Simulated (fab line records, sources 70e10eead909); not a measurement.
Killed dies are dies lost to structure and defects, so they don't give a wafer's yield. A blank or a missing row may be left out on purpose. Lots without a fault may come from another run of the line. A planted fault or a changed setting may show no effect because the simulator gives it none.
Chamber matching | flow nand_harc | NHARC_P_BONDPAD_DEP_00 on pecvd-02: 3 sister chambers
The step deposits SiCN, target thk 250 nm. 14 wafers are shown with their chamber, then 7 later ones without.

WAFERS WITH THEIR CHAMBER
wafer  | chamber | heater_power_w (W)
L077.3 | 1       | 588
L077.4 | 2       | 818
L077.6 | 0       | 565
L081.1 | 2       | 777
L081.4 | 1       | 590
L081.6 | 0       | 568
L083.2 | 1       | 605
L083.4 | 1       | 485
L083.5 | 0       | 470
L086.1 | 1       | 615
L086.2 | 2       | 707
L086.4 | 2       | 735
L088.3 | 2       | 752
L088.4 | 1       | 560

SIGNATURES (means of the wafers above)
reading        | chamber 0 | chamber 1 | chamber 2 | scatter within a chamber
heater_power_w | 534.33    | 573.83    | 757.80    | 47.2
Rule: a wafer's distance from a chamber is the root of the sum, over the readings, of the square of ((its reading less the chamber's mean) divided by the reading's scatter). The wafer belongs to the nearest chamber; if the next one is less than 2 further off, it can't be placed. The scatter: the root of (the sum of the squares of (reading less its chamber's mean) over the shown wafers, divided by (wafers less chambers)).

WAFERS WITHOUT THEIR CHAMBER
wafer  | heater_power_w (W)
L088.5 | 467
L092.2 | 584
L092.3 | 563
L092.6 | 563
L094.4 | 537
L094.5 | 557
L094.6 | 511

WHICH CHAMBER EACH WENT THROUGH
wafer  | from the rows above     | in truth
L088.5 | can't be placed: 0 or 1 | 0
L092.2 | can't be placed: 1 or 0 | 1
L092.3 | can't be placed: 1 or 0 | 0
L092.6 | can't be placed: 1 or 0 | 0
L094.4 | can't be placed: 0 or 1 | 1
L094.5 | can't be placed: 1 or 0 | 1
L094.6 | can't be placed: 0 or 1 | 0
Placed correctly: 0 of 7. Can't be placed from these rows: 7 (the true chamber is among the candidates in 7). Placed wrongly: 0.
